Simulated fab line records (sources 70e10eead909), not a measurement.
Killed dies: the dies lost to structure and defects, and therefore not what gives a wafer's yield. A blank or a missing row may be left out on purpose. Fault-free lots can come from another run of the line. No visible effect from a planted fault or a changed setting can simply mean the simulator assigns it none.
fab line records | flow nand_harc
[record] lots = 7 | wafers = 21 | last_day = 33
route steps=1302 shown A_STAIRCASE@736 END@1302
lots that met no fault: taken from a fault-free run of the same line
start_h: start of the lot's first displayed wafer, in hours after the record's first day | wait_h: hours from the lot's prior step to this one | " unchanged from the row above | L1.1+2: several wafers, shown together as one row | - either no value or no given start | * or withheld: withheld | < > ~ a bound
route shown NAME@n: a module of which the file shows steps, and the number in the route of the first | usual: average and standard deviation across the fault-free wafers | same: alike in all rows | chamber/n: place in a boat | sites: per-site readings | _std_site: how widely they spread, as a standard deviation | _edge_site: the outer-site mean with the inner-site mean subtracted | radius_mm: how far each site lies from the wafer's centre | mask NAME#n: copy n | behind: the most recent tool/chamber to have shaped the wafer | hold: why the lot went on hold/how many hours it stayed there/how the hold came to an end | device: whichever transistor did not switch (one of n, p or np) | end of line: the tests these same wafers got at the end of their route | step lacking rows: just its recipe | killed: not the wafer's yield, but the dies lost to structure and defects at the first sort | map: per-die view of a wafer (x killed, . not killed, _ where there is no die)
set.NAME: the setting the step ran with; set.NAME@STEP: the setting that earlier step ran with | model.NAME: the simulator's own value behind a step, which no gauge read
lots at some steps of the route; a table a step, a row a wafer
services: when a tool's chamber went out of use (start_h, in hours from the record's first day, below 0 if earlier), for how many hours, and the reason
[[steps]]
[step NHARC_A_STAIRCASE_TRIM_222]
[recipe] time_s = 211.2 | o2_flow_sccm = 500 | ar_flow_sccm = 0 | bias_w = 0 | chemistry = O2
[usual] drypump_motor_current_A = 5.8/0.5 | oes_product_au = 1.002/0.01 | rf_vpp_V = 57.8/0.9 | showerhead_plenum_p_Torr = 3.58/0.13 | throttle_valve_pct = 17.036/0.009
lot.wafer | tool        | chamber | start_h | wait_h | drypump_motor_current_A | oes_product_au | rf_hours_counter_h | rf_vpp_V | showerhead_plenum_p_Torr | throttle_valve_pct
L990.2    | rie_diel-01 | 3       | -       | -      | 5.3                     | 0.990          | 58                 | 57.6     | 3.58                     | 17.049
L990.6    | "           | 1       | "       | "      | 5.7                     | 0.999          | -                  | 58.5     | 3.62                     | 17.043
L990.5    | "           | 2       | "       | "      | 6.5                     | 0.994          | -                  | 57.0     | 3.46                     | 17.034
L994.2    | rie_diel-01 | 2       | -       | -      | 6.6                     | 0.980          | 9                  | 58.8     | 3.46                     | 17.025
L994.3    | "           | 3       | "       | "      | 5.3                     | 0.993          | 11                 | 57.3     | 3.58                     | 17.039
L994.5    | "           | 2       | "       | "      | 6.6                     | 0.994          | -                  | 58.8     | 3.46                     | 17.031
L103.3    | rie_diel-01 | 3       | -       | -      | 5.3                     | 1.020          | 43                 | 56.5     | 3.56                     | 17.038
L103.2    | "           | 0       | "       | "      | 5.1                     | 1.009          | 42                 | 58.1     | 3.72                     | 17.018
L103.5    | "           | 2       | "       | "      | 6.6                     | 1.001          | -                  | 56.4     | 3.44                     | 17.046
L106.4    | rie_diel-01 | 2       | -       | -      | 6.6                     | 0.992          | 54                 | 57.7     | 3.43                     | 17.042
L106.2    | "           | 3       | "       | "      | 5.4                     | 1.005          | 55                 | 56.5     | 3.55                     | 17.044
L106.5    | "           | 2       | "       | "      | 6.6                     | 0.994          | -                  | 57.9     | 3.43                     | 17.032
L108.2    | rie_diel-04 | 1       | -       | -      | 6.1                     | 1.010          | 4                  | 55.7     | 3.36                     | 17.032
L108.4    | "           | 2       | "       | "      | 5.6                     | 1.010          | 5                  | 56.9     | 3.40                     | 17.043
L108.3    | "           | 0       | "       | "      | 5.5                     | 1.016          | 4                  | 58.5     | 3.53                     | 17.043
L110.1    | rie_diel-01 | 3       | -       | -      | 5.3                     | 1.001          | 5                  | 56.8     | 3.55                     | 17.021
L110.2    | "           | 1       | "       | "      | 5.7                     | 1.001          | 7                  | 59.0     | 3.59                     | 17.028
L110.5    | "           | 3       | "       | "      | 5.3                     | 0.997          | -                  | 57.6     | 3.55                     | 17.026
L111.3    | rie_diel-13 | 0       | -       | -      | 5.9                     | 0.998          | 19                 | 58.5     | 3.70                     | 17.042
L111.2    | "           | 2       | "       | "      | 5.4                     | 0.993          | 26                 | 56.7     | 3.36                     | 17.034
L111.6    | "           | 0       | "       | "      | 5.9                     | 1.003          | -                  | 58.3     | 3.70                     | 17.045
[step NHARC_A_STAIRCASE_ETCH_223]
[recipe] target_depth_a = 1000 | time_s = 40.5 | ion_energy_ev = 400 | c4f8_flow_sccm = 20 | o2_flow_sccm = 10 | ar_flow_sccm = withheld | rf_w = 600 | bias_w = 1000 | chemistry = C4F8/O2
[step NHARC_A_STAIRCASE_TRIM_224]
[recipe] time_s = 211.2 | o2_flow_sccm = 500 | ar_flow_sccm = 0 | bias_w = 0 | chemistry = O2
[step NHARC_A_STAIRCASE_ETCH_225]
[recipe] target_depth_a = 1000 | time_s = 40.5 | ion_energy_ev = 400 | c4f8_flow_sccm = 20 | o2_flow_sccm = 10 | ar_flow_sccm = withheld | rf_w = 600 | bias_w = 1000 | chemistry = C4F8/O2
[usual] oes_product_au = 0.945/0.011 | rf_fwd_power_W = 593/3 | rf_vpp_V = 898/4.9
lot.wafer | tool        | chamber | start_h | wait_h | oes_product_au | rf_fwd_power_W | rf_hours_counter_h | rf_vpp_V
L990.2    | rie_diel-01 | 2       | -       | -      | 0.951          | 596            | 58                 | 895
L990.6    | "           | 1       | "       | "      | 0.935          | 598            | -                  | 900
L990.5    | "           | 2       | "       | "      | 0.944          | 592            | -                  | 894
L994.2    | rie_diel-01 | 3       | -       | -      | 0.935          | 591            | 11                 | 898
L994.3    | "           | 2       | "       | "      | 0.942          | 594            | 9                  | 895
L994.5    | "           | 0       | "       | "      | 0.967          | 589            | -                  | 905
L103.3    | rie_diel-01 | 0       | -       | -      | 0.966          | 594            | 42                 | 903
L103.2    | "           | 1       | "       | "      | 0.953          | 596            | 40                 | 899
L103.5    | "           | 0       | "       | "      | 0.965          | 595            | -                  | 904
L106.2    | rie_diel-01 | 0       | -       | -      | 0.962          | 595            | 51                 | 904
L106.4    | "           | 2       | "       | "      | 0.947          | 595            | 54                 | 892
L106.5    | "           | 3       | "       | "      | 0.961          | 592            | -                  | 896
L108.3    | rie_diel-04 | 2       | -       | -      | 0.939          | 586            | 5                  | 890
L108.2    | "           | 3       | "       | "      | 0.944          | 585            | 5                  | 905
L108.4    | "           | 0       | "       | "      | 0.946          | 592            | 4                  | 895
L110.1    | rie_diel-01 | 3       | -       | -      | 0.948          | 590            | 6                  | 897
L110.2    | "           | 2       | "       | "      | 0.950          | 593            | 7                  | 893
L110.5    | "           | 0       | "       | "      | 0.949          | 591            | -                  | 904
L111.2    | rie_diel-13 | 1       | -       | -      | 0.930          | 595            | 20                 | 903
L111.3    | "           | 3       | "       | "      | 0.931          | 592            | 23                 | 904
L111.6    | "           | 2       | "       | "      | 0.929          | 594            | -                  | 891
[step NHARC_A_STAIRCASE_TRIM_226]
[recipe] time_s = 211.2 | o2_flow_sccm = 500 | ar_flow_sccm = 0 | bias_w = 0 | chemistry = O2
[step NHARC_A_STAIRCASE_ETCH_227]
[recipe] target_depth_a = 1000 | time_s = 40.5 | ion_energy_ev = 400 | c4f8_flow_sccm = 20 | o2_flow_sccm = 10 | ar_flow_sccm = withheld | rf_w = 600 | bias_w = 1000 | chemistry = C4F8/O2
[step NHARC_A_STAIRCASE_TRIM_229]
[recipe] time_s = 211.2 | o2_flow_sccm = 500 | ar_flow_sccm = 0 | bias_w = 0 | chemistry = O2
[usual] drypump_motor_current_A = 5.8/0.46 | oes_product_au = 1.001/0.011 | rf_vpp_V = 57.9/0.89 | showerhead_plenum_p_Torr = 3.57/0.15 | throttle_valve_pct = 17.036/0.0084
lot.wafer | tool        | chamber | start_h | wait_h | drypump_motor_current_A | oes_product_au | rf_hours_counter_h | rf_vpp_V | showerhead_plenum_p_Torr | throttle_valve_pct
L990.2    | rie_diel-04 | 3       | 382.15  | 0.1    | 6.2                     | 1.002          | 6                  | 59.2     | 3.77                     | 17.043
L990.6    | "           | 3       | "       | "      | 6.2                     | 0.995          | -                  | 58.5     | 3.77                     | 17.041
L990.5    | "           | 0       | "       | "      | 5.5                     | 0.996          | -                  | 56.4     | 3.56                     | 17.039
L994.3    | rie_diel-01 | 2       | 416.91  | 0.1    | 6.6                     | 0.992          | 9                  | 57.5     | 3.46                     | 17.040
L994.2    | "           | 0       | "       | "      | 5.1                     | 1.009          | 10                 | 57.5     | 3.74                     | 17.035
L994.5    | "           | 1       | "       | "      | 5.7                     | 0.993          | -                  | 57.7     | 3.62                     | 17.036
L103.2    | rie_diel-04 | 3       | 522.93  | 0.1    | 6.2                     | 1.012          | 44                 | 58.1     | 3.75                     | 17.039
L103.3    | "           | 1       | "       | "      | 6.1                     | 1.011          | 54                 | 56.4     | 3.36                     | 17.046
L103.5    | "           | 2       | "       | "      | 5.5                     | 1.000          | -                  | 56.1     | 3.40                     | 17.048
L106.2    | rie_diel-04 | 1       | 548.90  | 0.1    | 6.1                     | 0.991          | 1                  | 56.9     | 3.36                     | 17.035
L106.4    | "           | 3       | "       | "      | 6.2                     | 1.007          | 1                  | 58.8     | 3.75                     | 17.054
L106.5    | "           | 1       | "       | "      | 6.1                     | 1.004          | -                  | 56.5     | 3.36                     | 17.040
L108.3    | rie_diel-04 | 1       | 565.14  | 0.1    | 6.1                     | 1.004          | 4                  | 57.0     | 3.36                     | 17.038
L108.2    | "           | 3       | "       | "      | 6.2                     | 1.012          | 5                  | 57.9     | 3.74                     | 17.040
L108.4    | "           | 0       | "       | "      | 5.5                     | 1.004          | 4                  | 58.5     | 3.53                     | 17.044
L110.1    | rie_diel-01 | 0       | 586.17  | 0.1    | 5.1                     | 0.991          | 6                  | 57.1     | 3.71                     | 17.056
L110.2    | "           | 2       | "       | "      | 6.6                     | 0.997          | 8                  | 58.0     | 3.43                     | 17.046
L110.5    | "           | 0       | "       | "      | 5.1                     | 0.993          | -                  | 59.7     | 3.71                     | 17.034
L111.2    | rie_diel-01 | 3       | 586.68  | 0.1    | 5.3                     | 0.994          | 6                  | 58.5     | 3.55                     | 17.037
L111.3    | "           | 0       | "       | "      | 5.1                     | 0.983          | 6                  | 58.5     | 3.71                     | 17.031
L111.6    | "           | 2       | "       | "      | 6.5                     | 1.011          | -                  | 58.2     | 3.43                     | 17.054
[step NHARC_A_STAIRCASE_ETCH_230]
[recipe] target_depth_a = 1000 | time_s = 40.5 | ion_energy_ev = 400 | c4f8_flow_sccm = 20 | o2_flow_sccm = 10 | ar_flow_sccm = withheld | rf_w = 600 | bias_w = 1000 | chemistry = C4F8/O2
[step NHARC_A_STAIRCASE_TRIM_231]
[recipe] time_s = 211.2 | o2_flow_sccm = 500 | ar_flow_sccm = 0 | bias_w = 0 | chemistry = O2
[usual] drypump_motor_current_A = 5.8/0.46 | oes_product_au = 1.003/0.012 | rf_vpp_V = 57.8/0.86 | showerhead_plenum_p_Torr = 3.56/0.14 | throttle_valve_pct = 17.036/0.0088
lot.wafer | tool        | chamber | start_h | wait_h | drypump_motor_current_A | oes_product_au | rf_hours_counter_h | rf_vpp_V | showerhead_plenum_p_Torr | throttle_valve_pct
L990.2    | rie_diel-04 | 0       | -       | -      | 5.5                     | 1.005          | 4                  | 58.5     | 3.56                     | 17.025
L990.6    | "           | 2       | "       | "      | 5.6                     | 1.012          | -                  | 58.6     | 3.42                     | 17.041
L990.5    | "           | 3       | "       | "      | 6.2                     | 1.002          | -                  | 58.7     | 3.77                     | 17.046
L994.3    | rie_diel-01 | 3       | -       | -      | 5.3                     | 1.005          | 11                 | 58.1     | 3.58                     | 17.024
L994.2    | "           | 0       | "       | "      | 5.1                     | 1.015          | 10                 | 57.4     | 3.74                     | 17.036
L994.5    | "           | 2       | "       | "      | 6.5                     | 0.991          | -                  | 57.0     | 3.46                     | 17.034
L103.3    | rie_diel-04 | 0       | -       | -      | 5.5                     | 0.963          | 51                 | 58.0     | 3.54                     | 17.035
L103.2    | "           | 1       | "       | "      | 6.1                     | 1.027          | 54                 | 57.8     | 3.36                     | 17.031
L103.5    | "           | 1       | "       | "      | 6.1                     | 1.025          | -                  | 57.6     | 3.36                     | 17.031
L106.4    | rie_diel-04 | 3       | -       | -      | 6.2                     | 1.018          | 1                  | 58.1     | 3.75                     | 17.019
L106.2    | "           | 0       | "       | "      | 5.5                     | 0.998          | 1                  | 57.7     | 3.53                     | 17.054
L106.5    | "           | 1       | "       | "      | 6.1                     | 1.006          | -                  | 57.7     | 3.36                     | 17.050
L108.4    | rie_diel-04 | 1       | -       | -      | 6.1                     | 0.996          | 4                  | 57.5     | 3.36                     | 17.034
L108.3    | "           | 2       | "       | "      | 5.6                     | 1.007          | 5                  | 56.8     | 3.39                     | 17.032
L108.2    | "           | 3       | "       | "      | 6.2                     | 1.006          | 5                  | 59.1     | 3.74                     | 17.033
L110.1    | rie_diel-01 | 0       | -       | -      | 5.1                     | 0.995          | 6                  | 59.4     | 3.71                     | 17.049
L110.2    | "           | 1       | "       | "      | 5.7                     | 0.993          | 8                  | 57.5     | 3.59                     | 17.041
L110.5    | "           | 3       | "       | "      | 5.3                     | 1.004          | -                  | 58.0     | 3.55                     | 17.024
L111.2    | rie_diel-01 | 2       | -       | -      | 6.5                     | 1.012          | 8                  | 57.8     | 3.43                     | 17.037
L111.3    | "           | 1       | "       | "      | 5.7                     | 1.008          | 8                  | 58.7     | 3.59                     | 17.039
L111.6    | "           | 3       | "       | "      | 5.4                     | 1.014          | -                  | 57.3     | 3.55                     | 17.029
[step NHARC_A_STAIRCASE_ETCH_232]
[recipe] target_depth_a = 1000 | time_s = 40.5 | ion_energy_ev = 400 | c4f8_flow_sccm = 20 | o2_flow_sccm = 10 | ar_flow_sccm = withheld | rf_w = 600 | bias_w = 1000 | chemistry = C4F8/O2
[step NHARC_A_STAIRCASE_TRIM_233]
[recipe] time_s = 211.2 | o2_flow_sccm = 500 | ar_flow_sccm = 0 | bias_w = 0 | chemistry = O2
[usual] drypump_motor_current_A = 5.8/0.45 | oes_product_au = 1.002/0.011 | rf_vpp_V = 57.8/0.92 | showerhead_plenum_p_Torr = 3.56/0.14 | throttle_valve_pct = 17.035/0.0087
lot.wafer | tool        | chamber | start_h | wait_h | drypump_motor_current_A | oes_product_au | rf_hours_counter_h | rf_vpp_V | showerhead_plenum_p_Torr | throttle_valve_pct
L990.2    | rie_diel-04 | 0       | -       | -      | 5.5                     | 0.983          | 4                  | 59.0     | 3.56                     | 17.042
L990.5    | "           | 2       | "       | "      | 5.6                     | 0.994          | -                  | 57.9     | 3.42                     | 17.032
L990.6    | "           | 3       | "       | "      | 6.2                     | 1.001          | -                  | 59.0     | 3.77                     | 17.043
L994.3    | rie_diel-01 | 1       | -       | -      | 5.7                     | 0.996          | 8                  | 58.5     | 3.62                     | 17.029
L994.2    | "           | 0       | "       | "      | 5.1                     | 1.013          | 10                 | 59.4     | 3.74                     | 17.043
L994.5    | "           | 2       | "       | "      | 6.5                     | 1.003          | -                  | 57.8     | 3.46                     | 17.046
L103.2    | rie_diel-04 | 1       | -       | -      | 6.1                     | 1.026          | 55                 | 57.6     | 3.36                     | 17.024
L103.3    | "           | 2       | "       | "      | 5.6                     | 0.998          | 49                 | 57.6     | 3.40                     | 17.039
L103.5    | "           | 1       | "       | "      | 6.1                     | 1.019          | -                  | 59.5     | 3.36                     | 17.024
L106.2    | rie_diel-04 | 0       | -       | -      | 5.5                     | 0.998          | 1                  | 58.7     | 3.53                     | 17.049
L106.4    | "           | 1       | "       | "      | 6.1                     | 0.995          | 1                  | 57.7     | 3.36                     | 17.050
L106.5    | "           | 3       | "       | "      | 6.2                     | 1.017          | -                  | 56.3     | 3.75                     | 17.037
L108.4    | rie_diel-04 | 1       | -       | -      | 6.1                     | 1.010          | 5                  | 56.4     | 3.36                     | 17.023
L108.2    | "           | 2       | "       | "      | 5.6                     | 1.007          | 5                  | 57.0     | 3.40                     | 17.033
L108.3    | "           | 3       | "       | "      | 6.2                     | 1.017          | 5                  | 58.1     | 3.74                     | 17.053
L110.2    | rie_diel-01 | 1       | -       | -      | 5.7                     | 0.995          | 8                  | 58.0     | 3.59                     | 17.033
L110.1    | "           | 2       | "       | "      | 6.5                     | 1.013          | 8                  | 58.4     | 3.43                     | 17.021
L110.5    | "           | 0       | "       | "      | 5.1                     | 0.977          | -                  | 58.3     | 3.71                     | 17.034
L111.2    | rie_diel-01 | 3       | -       | -      | 5.3                     | 0.997          | 6                  | 57.1     | 3.55                     | 17.036
L111.3    | "           | 0       | "       | "      | 5.1                     | 0.984          | 6                  | 59.1     | 3.71                     | 17.024
L111.6    | "           | 2       | "       | "      | 6.6                     | 0.996          | -                  | 57.5     | 3.43                     | 17.027
[step NHARC_A_STAIRCASE_ETCH_234]
[recipe] target_depth_a = 1000 | time_s = 40.5 | ion_energy_ev = 400 | c4f8_flow_sccm = 20 | o2_flow_sccm = 10 | ar_flow_sccm = withheld | rf_w = 600 | bias_w = 1000 | chemistry = C4F8/O2
[usual] oes_product_au = 0.946/0.013 | rf_fwd_power_W = 592/3.4 | rf_vpp_V = 898/5.2
lot.wafer | tool        | chamber | start_h | wait_h | oes_product_au | rf_fwd_power_W | rf_hours_counter_h | rf_vpp_V
L990.2    | rie_diel-04 | 2       | 382.86  | -      | 0.950          | 586            | 7                  | 893
L990.6    | "           | 0       | "       | "      | 0.956          | 590            | -                  | 898
L990.5    | "           | 1       | "       | "      | 0.972          | 592            | -                  | 891
L994.2    | rie_diel-01 | 3       | 417.57  | -      | 0.950          | 593            | 12                 | 899
L994.3    | "           | 0       | "       | "      | 0.974          | 594            | 10                 | 903
L994.5    | "           | 2       | "       | "      | 0.938          | 592            | -                  | 893
L103.2    | rie_diel-04 | 0       | 523.56  | -      | 1.060          | 591            | 51                 | 897
L103.3    | "           | 2       | "       | "      | 1.074          | 589            | 49                 | 891
L103.5    | "           | 1       | "       | "      | 0.961          | 594            | -                  | 890
L106.2    | rie_diel-04 | 1       | 549.57  | -      | 1.082          | 593            | 1                  | 890
L106.4    | "           | 2       | "       | "      | 0.946          | 585            | 1                  | 890
L106.5    | "           | 3       | "       | "      | 0.961          | 586            | -                  | 904
L108.4    | rie_diel-04 | 2       | 565.80  | -      | 0.946          | 590            | 5                  | 891
L108.2    | "           | 3       | "       | "      | 1.082          | 587            | 5                  | 903
L108.3    | "           | 0       | "       | "      | 1.088          | 591            | 5                  | 896
L110.1    | rie_diel-01 | 3       | 587.06  | -      | 0.936          | 595            | 6                  | 897
L110.2    | "           | 0       | "       | "      | 0.934          | 593            | 6                  | 903
L110.5    | "           | 2       | "       | "      | 0.940          | 590            | -                  | 891
L111.3    | rie_diel-01 | 2       | 587.39  | -      | 0.952          | 593            | 8                  | 893
L111.2    | "           | 3       | "       | "      | 0.951          | 592            | 7                  | 898
L111.6    | "           | 2       | "       | "      | 0.948          | 592            | -                  | 894
[step NHARC_A_STAIRCASE_TRIM_235]
[recipe] time_s = 211.2 | o2_flow_sccm = 500 | ar_flow_sccm = 0 | bias_w = 0 | chemistry = O2
[step NHARC_END_SORT_01]
[recipe] temp_c = 25
[usual] killed_at_array = 56/20 | killed_at_other = 0.9/1.1 | killed_at_periphery = 3.7/3 | killed_dies = 61/21 | killed_open = 2.9/1.6 | killed_short = 2.6/1.4
[same] gross_dies = 677
lot.wafer | tool      | chamber | start_h | wait_h | killed_at_array | killed_at_other | killed_at_periphery | killed_dies | killed_open | killed_short
L990.2    | prober-01 | 0       | 588.99  | 2.8    | 61              | 1               | 2                   | 64          | 5           | 2
L990.5    | prober-01 | 0       | 591.36  | 3.7    | 41              | 0               | 1                   | 42          | 1           | 4
L990.6    | prober-01 | 0       | 592.15  | 4.0    | 63              | 2               | 1                   | 66          | 1           | 2
L103.2    | prober-02 | 0       | 725.63  | 2.8    | 229             | 0               | 4                   | 233         | 5           | 4
L103.3    | prober-02 | 0       | 726.42  | 3.1    | 285             | 0               | 2                   | 287         | 4           | 0
L103.5    | prober-02 | 0       | 728.00  | 3.7    | 48              | 0               | 2                   | 50          | 4           | 2
L106.2    | prober-02 | 0       | 738.09  | 2.8    | 108             | 1               | 3                   | 112         | 5           | 0
L108.2    | prober-01 | 0       | 770.31  | 2.8    | 189             | 0               | 10                  | 199         | 4           | 2
L108.3    | prober-01 | 0       | 771.11  | 3.1    | 145             | 0               | 6                   | 151         | 2           | 4
// killed by level:class
L990.2 A_CHANNEL_HOLE_D1:chamber_film_flake=25 A_CHANNEL_HOLE_D2:chamber_film_flake=21 A_CONTACT:chamber_film_flake=9 P_GATE:geometric_particle:open=1 P_CONTACT:geometric_particle:open=1 A_CHANNEL_FILL_D1:geometric_particle:open=1 A_DECK1_JOINT:geometric_particle:short=1 A_STAIRCASE:geometric_particle:open=1
L990.5 A_CHANNEL_HOLE_D2:chamber_film_flake=15 A_CHANNEL_HOLE_D1:chamber_film_flake=10 A_CONTACT:chamber_film_flake=7 A_STAIRCASE:chamber_film_flake=2 A_WL_FILL:chamber_film_flake=2 A_DECK1_JOINT:geometric_particle:short=1 A_CHANNEL_HOLE_D2:geometric_particle:short=1 A_SLIT:geometric_particle:short=1
L990.6 A_CHANNEL_HOLE_D2:chamber_film_flake=31 A_CHANNEL_HOLE_D1:chamber_film_flake=15 A_CONTACT:chamber_film_flake=11 THIN_TSV:chamber_film_flake=2 P_M0:geometric_particle:open=1 A_DECK1_JOINT:geometric_particle:short=1 A_CHANNEL_FILL_D2:geometric_particle:short=1 A_CHANNEL_FILL_D1:chamber_film_flake=1
L103.2 A_STAIRCASE:area_etch=195 A_CHANNEL_HOLE_D1:chamber_film_flake=16 A_DECK1_JOINT:chamber_film_flake=3 A_STAIRCASE:chamber_film_flake=3 P_CONTACT:geometric_particle:open=2 A_SLIT:chamber_film_flake=2 A_CHANNEL_FILL_D1:geometric_particle:short=1 A_DECK1_JOINT:geometric_particle:short=1
L103.3 A_STAIRCASE:area_etch=253 A_CHANNEL_HOLE_D1:chamber_film_flake=21 A_STAIRCASE:chamber_film_flake=3 P_CONTACT:geometric_particle:open=1 A_ONON_D2:geometric_particle:open=1 A_SLIT:geometric_particle:open=1 A_BLC:geometric_particle:open=1 P_ZERO_WELL:chamber_film_flake=1
L103.5 A_CHANNEL_HOLE_D1:chamber_film_flake=36 A_CONTACT:chamber_film_flake=4 A_STAIRCASE:chamber_film_flake=2 P_GATE:geometric_particle:open=1 P_M0:geometric_particle:short=1 A_SOURCE_PLATE:geometric_particle:short=1 A_CHANNEL_FILL_D1:geometric_particle:open=1 A_DECK1_JOINT:geometric_particle:open=1
L106.2 A_STAIRCASE:area_etch=84 A_CHANNEL_HOLE_D1:chamber_film_flake=14 A_STAIRCASE:chamber_film_flake=4 P_GATE:chamber_film_flake=2 P_CONTACT:geometric_particle:open=1 A_CHANNEL_FILL_D2:geometric_particle:open=1 A_WL_FILL:geometric_particle:open=1 A_BLC:geometric_particle:open=1
L108.2 A_STAIRCASE:area_etch=152 A_CHANNEL_HOLE_D1:chamber_film_flake=18 A_SLIT:chamber_film_flake=6 P_GATE:chamber_film_flake=4 P_CONTACT:chamber_film_flake=3 P_M2:chamber_film_flake=3 A_CONTACT:chamber_film_flake=3 A_WL_FILL:chamber_film_flake=2
L108.3 A_STAIRCASE:area_etch=107 A_CHANNEL_HOLE_D1:chamber_film_flake=12 A_SLIT:chamber_film_flake=10 A_CONTACT:chamber_film_flake=6 P_M2:chamber_film_flake=3 A_WL_FILL:chamber_film_flake=3 A_WL_FILL:geometric_particle:short=2 P_CONTACT:chamber_film_flake=2
// map L103.3 (x killed, . not)
____________.____________
_________x......_________
_______..........._______
______.....x.x.xx..______
_____.xx..x..x......_____
____.....xx.xx.xx....____
____....x.xxx..xxx.x.____
___...xx..x.x.x....xx.___
___....x.xxxxxxx..xx..___
__....x..xxxxx..xxxx...__
__......xxxxxxxxxx.x...__
_.x...xxxxxxxxxxxxxx.x.._
_....x.xxxxxxxxxxx......_
_....xx.xxxxxxxxxxx..x.._
_....x.xxxxxxxxx.xx..x.._
_.....x...xxxxx.xxx.x..._
...x..xxxxxxxxxxxx...xx..
.....x.xx.xxxx.xxxxx.x...
.....xx.xxxxxx.xxxxx.....
..x...xxxxxxxxxxxxxx..x..
.......x.x..xxxxxxx..x...
_.....xxx.xxxxxxx.xx.x.._
_....xxx.xxxxxxxxxx....._
_.......xxxxxxxxxxx....._
_....xx...xxxx..xx..x..._
_.......xxxxxxxx........_
__.......x..xx.x..xx...__
__..........x.x.xx.....__
___.....x.xx....x.....___
___.....x......x......___
____..x.......xx.....____
____......x....x..x..____
_____.........xxxxxx_____
______........xxxxx______
_______........xxx_______
_________x.x..xx_________
____________.____________
// map L106.2 (x killed, . not)
____________.____________
_________x.xxxx._________
_______......x.xxx_______
______.x..x...x..x.______
_____...........x..._____
____.x.x..........x..____
____..............x.x____
___..............x..xx___
___.................x.___
__.....................__
__.x..................x__
_.....x.............xxxx_
_x.x...................x_
_.................x..x.x_
_..x...................._
_.x...................xx_
.......x...........x..xx.
x.....................xx.
x.....................x.x
.....................x..x
............x..........x.
_.....x..............x.x_
_....................x.x_
_.....................xx_
_.................x..x.._
_........x....x...x...x._
__x.........x.......xx.__
__x...x.....x.x.x.....x__
___............xx.xx.x___
___.............x..xxx___
____x......x.xx..x...____
____........xx..xxx.x____
_____..x.x....xx.xx._____
______xx...x......x______
_______...x...x.xx_______
_________.....x._________
____________.____________
[[services]]
tool        | chamber | start_h | hours | kind
rie_diel-01 | 0       | 362.01  | -     | clean
rie_diel-01 | 1       | 362.01  | -     | clean
rie_diel-01 | 2       | 362.01  | -     | clean
rie_diel-01 | 3       | 362.01  | -     | clean
rie_diel-01 | -       | 382.24  | 9.0   | pm
rie_diel-01 | 0       | 382.24  | 9.0   | vent_cycle
rie_diel-01 | 1       | 382.24  | 9.0   | vent_cycle
rie_diel-01 | 2       | 382.24  | 9.0   | vent_cycle
rie_diel-01 | 3       | 382.24  | 9.0   | vent_cycle
rie_diel-01 | 0       | 391.24  | -     | clean
rie_diel-01 | 1       | 391.24  | -     | clean
rie_diel-01 | 2       | 391.24  | -     | clean
rie_diel-01 | 3       | 391.24  | -     | clean
rie_diel-01 | 0       | 415.82  | -     | clean
rie_diel-01 | 1       | 415.82  | -     | clean
rie_diel-04 | -       | 448.83  | 3.5   | repair
rie_diel-04 | 3       | 482.35  | 7.4   | repair
rie_diel-04 | 3       | 500.76  | 14.2  | repair
rie_diel-04 | 2       | 501.11  | 10.8  | repair
rie_diel-13 | -       | 519.07  | 9.0   | pm
rie_diel-04 | 3       | 523.59  | 6.3   | repair
rie_diel-04 | -       | 533.65  | 9.0   | pm
rie_diel-13 | 3       | 543.83  | 9.8   | repair
rie_diel-01 | -       | 559.24  | 9.0   | pm
[[key]]
[first_sign] step = NHARC_A_STAIRCASE_ETCH_234 | reading = oes_product_au | direction = up | sigmas = 10 | usual = 0.946 | struck = 1.077
[effect] step = NHARC_END_SORT_01 | reading = killed_at_array | direction = up | sigmas = 6.6 | usual = 56 | struck = 191
[more_kills_born_at] NHARC_A_STAIRCASE_ETCH_234@rie_diel-04 = 791
met_at NHARC_A_STAIRCASE_ETCH_234
struck_wafers L103.2,L103.3,L106.2,L108.2,L108.3
tester_left_out L103,L106,L108
onset_between 382.86 523.56
[fault] kind = process_parameter_drift | tool = rie_diel-04 | chamber = - | onset_h = 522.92 | steps = NHARC_A_STAIRCASE_ETCH_234 | channel = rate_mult | offset = 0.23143 | shape = step | end_h = 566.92 | scope = struck_wafers_only
// tester_left_out: of these lots the tester's yield and bins aren't shown, on N5 and GAA mostly nor the transistor test; their killed dies are dies lost to structure and defects alone, not to doping, threshold or leakage, so they don't give the yield
